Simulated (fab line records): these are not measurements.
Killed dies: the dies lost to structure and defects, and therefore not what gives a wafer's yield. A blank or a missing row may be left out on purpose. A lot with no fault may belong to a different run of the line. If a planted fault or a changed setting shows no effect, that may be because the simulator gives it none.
Check of tool commonality :: flow n5_finfet :: 11 lots and 30 wafers in the sample

WHY IT WAS OPENED
Of 11 lots, 2 have the reading HMC_CMP_THK flagged at N5_PMOS_HMC_CHANNEL_EPI_THK_MEAS_22. No-fault wafers: 53.8 nm, standard deviation 0.9.
Rule: a lot is flagged when every wafer of it that has a number lies more than 4 standard deviations from that mean, or none has a number. As for the other lots, they are considered sound.

lot: L422
measured: day 2 01:47
on: film_metro-01
HMC_CMP_THK (nm), wafer by wafer: 55.0 54.0 55.2
flag: 

lot: L423
measured: day 2 07:35
on: film_metro-01
HMC_CMP_THK (nm), wafer by wafer: 53.9 52.8
flag: 

lot: L426
measured: day 3 02:02
on: film_metro-01
HMC_CMP_THK (nm), wafer by wafer: 36.5 35.7 36.0
flag: FLAGGED

lot: L429
measured: day 3 19:56
on: film_metro-01
HMC_CMP_THK (nm), wafer by wafer: 36.4 36.4 37.1
flag: FLAGGED

lot: L430
measured: day 4 01:56
on: film_metro-01
HMC_CMP_THK (nm), wafer by wafer: 55.1 53.9 54.6
flag: 

lot: L433
measured: day 4 19:36
on: film_metro-01
HMC_CMP_THK (nm), wafer by wafer: 53.1 54.0 54.8
flag: 

lot: L434
measured: day 5 02:47
on: film_metro-02
HMC_CMP_THK (nm), wafer by wafer: 53.8 54.0
flag: 

lot: L437
measured: day 5 19:41
on: film_metro-01
HMC_CMP_THK (nm), wafer by wafer: 55.5 53.7 55.7
flag: 

lot: L441
measured: day 6 19:48
on: film_metro-01
HMC_CMP_THK (nm), wafer by wafer: 54.0 53.7 53.1
flag: 

lot: L442
measured: day 7 02:22
on: film_metro-01
HMC_CMP_THK (nm), wafer by wafer: 53.4 53.8
flag: 

lot: L444
measured: day 7 13:48
on: film_metro-02
HMC_CMP_THK (nm), wafer by wafer: 54.2 54.5 52.2
flag: 
The mean of the flagged lots' numbers is 36.4 nm, -17.4 nm from the usual (-19 standard deviations).

LOT BY LOT: THE TOOL USED
Before the reading, the record contains 3 process steps out of a 1938-step route. In each cell: the tool, then ch and the chambers that the sampled wafers went through, then the start.
lot: L422
flag: 
N5_WELL_APT_DESCUM_13: rie_diel-04 ch 0,3, day 1 19:45
N5_PMOS_HMC_CHANNEL_EPI_DESCUM_14: rie_diel-05 ch 0,1, day 1 23:16
N5_PMOS_HMC_CHANNEL_EPI_FIN_RECESS_16: rie_si-01 ch 0,2,3, day 1 23:59

lot: L423
flag: 
N5_WELL_APT_DESCUM_13: rie_diel-06 ch 2,3, day 2 01:46
N5_PMOS_HMC_CHANNEL_EPI_DESCUM_14: rie_diel-03 ch 1, day 2 05:17
N5_PMOS_HMC_CHANNEL_EPI_FIN_RECESS_16: rie_si-06 ch 0,2, day 2 05:44

lot: L426
flag: FLAGGED
N5_WELL_APT_DESCUM_13: rie_diel-02 ch 0,1,2, day 2 19:58
N5_PMOS_HMC_CHANNEL_EPI_DESCUM_14: rie_diel-01 ch 2,3, day 2 23:40
N5_PMOS_HMC_CHANNEL_EPI_FIN_RECESS_16: rie_si-06 ch 1,2,3, day 3 00:07

lot: L429
flag: FLAGGED
N5_WELL_APT_DESCUM_13: rie_diel-04 ch 0,1,2, day 3 14:00
N5_PMOS_HMC_CHANNEL_EPI_DESCUM_14: rie_diel-01 ch 0,1,3, day 3 17:26
N5_PMOS_HMC_CHANNEL_EPI_FIN_RECESS_16: rie_si-06 ch 0,1,2, day 3 18:05

lot: L430
flag: 
N5_WELL_APT_DESCUM_13: rie_diel-04 ch 0,1, day 3 19:46
N5_PMOS_HMC_CHANNEL_EPI_DESCUM_14: rie_diel-03 ch 2,3, day 3 23:40
N5_PMOS_HMC_CHANNEL_EPI_FIN_RECESS_16: rie_si-01 ch 0,3, day 4 00:08

lot: L433
flag: 
N5_WELL_APT_DESCUM_13: rie_diel-04 ch 1,2,3, day 4 14:01
N5_PMOS_HMC_CHANNEL_EPI_DESCUM_14: rie_diel-05 ch 0,1,3, day 4 17:20
N5_PMOS_HMC_CHANNEL_EPI_FIN_RECESS_16: rie_si-02 ch 0,2,3, day 4 17:48

lot: L434
flag: 
N5_WELL_APT_DESCUM_13: rie_diel-06 ch 0,3, day 4 19:51
N5_PMOS_HMC_CHANNEL_EPI_DESCUM_14: rie_diel-03 ch 0,2, day 4 23:36
N5_PMOS_HMC_CHANNEL_EPI_FIN_RECESS_16: rie_si-01 ch 1,3, day 5 00:03

lot: L437
flag: 
N5_WELL_APT_DESCUM_13: rie_diel-06 ch 0,3, day 5 13:40
N5_PMOS_HMC_CHANNEL_EPI_DESCUM_14: rie_diel-03 ch 0,2,3, day 5 17:02
N5_PMOS_HMC_CHANNEL_EPI_FIN_RECESS_16: rie_si-01 ch 1,2, day 5 17:29

lot: L441
flag: 
N5_WELL_APT_DESCUM_13: rie_diel-06 ch 0,2, day 6 13:49
N5_PMOS_HMC_CHANNEL_EPI_DESCUM_14: rie_diel-01 ch 0,1,2, day 6 17:06
N5_PMOS_HMC_CHANNEL_EPI_FIN_RECESS_16: rie_si-02 ch 0,1,3, day 6 17:33

lot: L442
flag: 
N5_WELL_APT_DESCUM_13: rie_diel-04 ch 1,3, day 6 20:14
N5_PMOS_HMC_CHANNEL_EPI_DESCUM_14: rie_diel-01 ch 0, day 7 00:07
N5_PMOS_HMC_CHANNEL_EPI_FIN_RECESS_16: rie_si-02 ch 0,1, day 7 00:34

lot: L444
flag: 
N5_WELL_APT_DESCUM_13: rie_diel-06 ch 0,3, day 7 07:44
N5_PMOS_HMC_CHANNEL_EPI_DESCUM_14: rie_diel-05 ch 0,1, day 7 11:08
N5_PMOS_HMC_CHANNEL_EPI_FIN_RECESS_16: rie_si-02 ch 1,2,3, day 7 11:36
What is done by these steps:
- N5_WELL_APT_DESCUM_13: chemistry O2, time 7.9 s.
- N5_PMOS_HMC_CHANNEL_EPI_DESCUM_14: chemistry O2, time 7.9 s.
- N5_PMOS_HMC_CHANNEL_EPI_FIN_RECESS_16: chemistry HBr/Cl2, target Si, target depth 54 nm, time 18 s.
- N5_PMOS_HMC_CHANNEL_EPI_THK_MEAS_22

FLAGGED AGAINST TOTAL, ONE TOOL AT A TIME (gauges that did the reading follow at the end)
step: N5_WELL_APT_DESCUM_13
tool: rie_diel-02
lots run: 1
flagged: 1
share of the flagged lots: some
sound lots run after its first flagged lot: 0

step: N5_WELL_APT_DESCUM_13
tool: rie_diel-04
lots run: 5
flagged: 1
share of the flagged lots: some
sound lots run after its first flagged lot: 3 (L430,L433,L442)

step: N5_WELL_APT_DESCUM_13
tool: rie_diel-06
lots run: 5
flagged: 0
share of the flagged lots: none
sound lots run after its first flagged lot: -

step: N5_PMOS_HMC_CHANNEL_EPI_DESCUM_14
tool: rie_diel-01
lots run: 4
flagged: 2
share of the flagged lots: all
sound lots run after its first flagged lot: 2 (L441,L442)

step: N5_PMOS_HMC_CHANNEL_EPI_DESCUM_14
tool: rie_diel-03
lots run: 4
flagged: 0
share of the flagged lots: none
sound lots run after its first flagged lot: -

step: N5_PMOS_HMC_CHANNEL_EPI_DESCUM_14
tool: rie_diel-05
lots run: 3
flagged: 0
share of the flagged lots: none
sound lots run after its first flagged lot: -

step: N5_PMOS_HMC_CHANNEL_EPI_FIN_RECESS_16
tool: rie_si-01
lots run: 4
flagged: 0
share of the flagged lots: none
sound lots run after its first flagged lot: -

step: N5_PMOS_HMC_CHANNEL_EPI_FIN_RECESS_16
tool: rie_si-02
lots run: 4
flagged: 0
share of the flagged lots: none
sound lots run after its first flagged lot: -

step: N5_PMOS_HMC_CHANNEL_EPI_FIN_RECESS_16
tool: rie_si-06
lots run: 3
flagged: 2
share of the flagged lots: all
sound lots run after its first flagged lot: 0

step: N5_PMOS_HMC_CHANNEL_EPI_THK_MEAS_22
tool: film_metro-01
lots run: 9
flagged: 2
share of the flagged lots: all
sound lots run after its first flagged lot: 5 (L430,L433,L437,L441,L442)

step: N5_PMOS_HMC_CHANNEL_EPI_THK_MEAS_22
tool: film_metro-02
lots run: 2
flagged: 0
share of the flagged lots: none
sound lots run after its first flagged lot: -

THE TABLE: WHAT IT ALLOWS
Rows of the table that ran every flagged lot, 3 in all: rie_diel-01 at N5_PMOS_HMC_CHANNEL_EPI_DESCUM_14, rie_si-06 at N5_PMOS_HMC_CHANNEL_EPI_FIN_RECESS_16, film_metro-01 at N5_PMOS_HMC_CHANNEL_EPI_THK_MEAS_22.
- rie_diel-01 at N5_PMOS_HMC_CHANNEL_EPI_DESCUM_14 ran 4 lots, 2 of them flagged. Sound lots ran on it after the first flagged one (L441, L442), which a lasting fault on the whole tool wouldn't allow.
- rie_si-06 at N5_PMOS_HMC_CHANNEL_EPI_FIN_RECESS_16 ran 3 lots, 2 of them flagged. It ran its last sound lot, L423, at day 2 05:44 and its first flagged lot, L426, at day 3 00:07: a fault with its onset between the two fits. Its own readings (oes_product_au) fall more than 4 standard deviations out on all wafers of the flagged lots.
- film_metro-01 at N5_PMOS_HMC_CHANNEL_EPI_THK_MEAS_22 ran 9 lots, 2 of them flagged. Sound lots ran on it after the first flagged one (L430, L433, L437, L441, L442), which a lasting fault on the whole tool wouldn't allow.
rie_si-06 at N5_PMOS_HMC_CHANNEL_EPI_FIN_RECESS_16 is the single tool remaining.

WHAT THE SIMULATOR PUT IN
Process parameters drifting: rie_si-06 at N5_PMOS_HMC_CHANNEL_EPI_FIN_RECESS_16, beginning at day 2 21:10. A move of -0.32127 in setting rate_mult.
Struck lots among those shown: L426, L429. This agrees with what the rule above found.
